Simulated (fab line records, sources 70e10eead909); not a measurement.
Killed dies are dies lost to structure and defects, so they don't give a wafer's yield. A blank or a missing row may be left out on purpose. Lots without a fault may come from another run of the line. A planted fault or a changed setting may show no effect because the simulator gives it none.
Which tool did it? | flow nand_harc | 12 lots, 36 wafers sampled, at 3 steps of a route of 1302

WHAT THE GAUGES READ, wafer by wafer
NHARC_P_M0_OVL_MEAS_10: pitch 180 nm. Usual: overlay_x_nm -0.1 nm, standard deviation 0.89; overlay_y_nm 0.0 nm, standard deviation 0.96.
lot  | measured     | on         | overlay_x_nm (nm) | overlay_y_nm (nm) | flag
L265 | day 7 16:10  | overlay-02 | -0.9 -1.4 -1.0    | -1.2 -1.9 -2.2    |
L268 | day 9 07:50  | overlay-01 | -0.7 -0.5 -0.7    | 1.9 1.7 1.9       |
L271 | day 10 09:13 | overlay-02 | 1.5 1.3 1.1       | -0.4 0.3 0.4      |
L276 | day 12 03:36 | overlay-01 | -0.3 0.2 -0.6     | 0.2 0.4 0.6       |
L277 | day 13 00:14 | overlay-02 | -0.1 0.4 -0.5     | 0.5 0.5 0.9       |
L278 | day 13 02:15 | overlay-01 | 0.1 -0.4 0.6      | 0.7 1.1 0.4       |
L279 | day 13 18:07 | overlay-02 | -0.5 -1.5 -0.6    | -0.6 -0.6 -0.6    |
L280 | day 13 23:04 | overlay-01 | 0.4 0.6 0.4       | 0.7 0.6 0.7       |
L281 | day 14 09:14 | overlay-02 | -1.2 -0.7 -0.9    | 0.5 0.6 0.2       |
L282 | day 14 18:19 | overlay-02 | 0.3 1.1 0.2       | -0.5 -0.9 -0.4    |
L283 | day 15 04:03 | overlay-01 | 0.5 -0.5 -0.7     | -0.5 -0.5 -1.0    |
L284 | day 15 16:19 | overlay-01 | 1.2 0.5 1.1       | -1.3 -1.1 -1.5    |

WHICH TOOL RAN EACH LOT (tool, then ch and the chambers of the sampled wafers, then the start)
lot  | NHARC_P_GATE_RTA_64              | NHARC_P_CONTACT_ALD_22
L265 | rtp_anneal-01 ch 0, day 7 09:11  | ald_metal-02 ch 0,1,3, day 7 13:55
L268 | rtp_anneal-01 ch 0, day 9 00:08  | ald_metal-02 ch 0,2, day 9 05:02
L271 | rtp_anneal-02 ch 0, day 10 00:14 | ald_metal-02 ch 0,3, day 10 05:19
L276 | rtp_anneal-01 ch 0, day 11 20:23 | ald_metal-01 ch 0,1,2, day 12 01:16
L277 | rtp_anneal-02 ch 0, day 12 17:01 | ald_metal-01 ch 1,2, day 12 22:02
L278 | rtp_anneal-02 ch 0, day 12 18:34 | ald_metal-02 ch 1,2,3, day 12 23:37
L279 | rtp_anneal-01 ch 0, day 13 10:54 | ald_metal-02 ch 0,3, day 13 15:55
L280 | rtp_anneal-01 ch 0, day 13 15:55 | ald_metal-01 ch 0,1,3, day 13 20:56
L281 | rtp_anneal-02 ch 0, day 14 02:22 | ald_metal-02 ch 0,1,3, day 14 07:08
L282 | rtp_anneal-01 ch 0, day 14 10:32 | ald_metal-01 ch 0,2, day 14 16:03
L283 | rtp_anneal-01 ch 0, day 14 20:48 | ald_metal-03 ch 1,2,3, day 15 01:54
L284 | rtp_anneal-01 ch 0, day 15 09:02 | ald_metal-02 ch 0,3, day 15 14:05
- NHARC_P_GATE_RTA_64: time 1 s.
- NHARC_P_CONTACT_ALD_22: deposits TiN, target thk 3 nm, pulse time 1 s, ald cycles 150.

WHAT THE TOOLS THEMSELVES READ (means of the sampled wafers that have a number; where no wafer has one, the mark that the record gives instead)
NHARC_P_GATE_RTA_64. Usual: lamp_power_pct 32.4 %, standard deviation 2.6; lamp_zone_7_pct 32.8 %, standard deviation 2.7; wafer_temp_C_max 1055.6, standard deviation 1.2.
lot  | tool          | lamp_power_pct (%) | lamp_zone_7_pct (%) | wafer_temp_C_max | flag
L265 | rtp_anneal-01 | 30.3               | 30.7                | 1055.4           |
L268 | rtp_anneal-01 | 30.3               | 30.7                | 1055.6           |
L271 | rtp_anneal-02 | 35.8               | 36.2                | 1055.3           |
L276 | rtp_anneal-01 | 30.3               | 30.7                | 1057.4           |
L277 | rtp_anneal-02 | 35.8               | 36.2                | 1055.2           |
L278 | rtp_anneal-02 | 35.7               | 36.2                | 1054.6           |
L279 | rtp_anneal-01 | 30.4               | 30.7                | 1056.7           |
L280 | rtp_anneal-01 | 30.4               | 30.8                | 1056.5           |
L281 | rtp_anneal-02 | 35.8               | 36.2                | 1055.6           |
L282 | rtp_anneal-01 | 30.3               | 30.7                | 1055.9           |
L283 | rtp_anneal-01 | 30.3               | 30.7                | 1056.3           |
L284 | rtp_anneal-01 | 30.3               | 30.7                | 1056.6           |

NHARC_P_CONTACT_ALD_22. Usual: heater_power_w 1057 W, standard deviation 63; precursor_pulse_height_rel 1.001, standard deviation 0.019.
lot  | tool         | heater_power_w (W) | precursor_pulse_height_rel | flag
L265 | ald_metal-02 | 1075               | 1.004                      |
L268 | ald_metal-02 | 1013               | 1.016                      |
L271 | ald_metal-02 | 1044               | 0.993                      |
L276 | ald_metal-01 | 1055               | 1.011                      |
L277 | ald_metal-01 | 1098               | 1.011                      |
L278 | ald_metal-02 | 1080               | 1.007                      |
L279 | ald_metal-02 | 992                | 1.016                      |
L280 | ald_metal-01 | 1037               | 1.014                      |
L281 | ald_metal-02 | 1044               | 1.006                      |
L282 | ald_metal-01 | 1036               | 1.010                      |
L283 | ald_metal-03 | 1058               | 0.999                      |
L284 | ald_metal-02 | 994                | 0.998                      |

THE ANSWER, worked out from the rows above alone
Rule: a lot is off if the mean of its wafers that have a number lies more than 3 standard deviations from the usual mean. A lot without any number at a reading at which 4 lots or more have one is off too. The other lots that the step has rows for count as sound. The gauges are gone through in route order, then the tools' own readings, and for those a lot's mean is taken as printed above. The first step at which some lot is off is used, and at that step the reading that is off furthest; a lot without a number counts as furthest.
No lot is off at any reading shown: from this, nothing can be told.

WHAT THE SIMULATOR HAD PUT IN
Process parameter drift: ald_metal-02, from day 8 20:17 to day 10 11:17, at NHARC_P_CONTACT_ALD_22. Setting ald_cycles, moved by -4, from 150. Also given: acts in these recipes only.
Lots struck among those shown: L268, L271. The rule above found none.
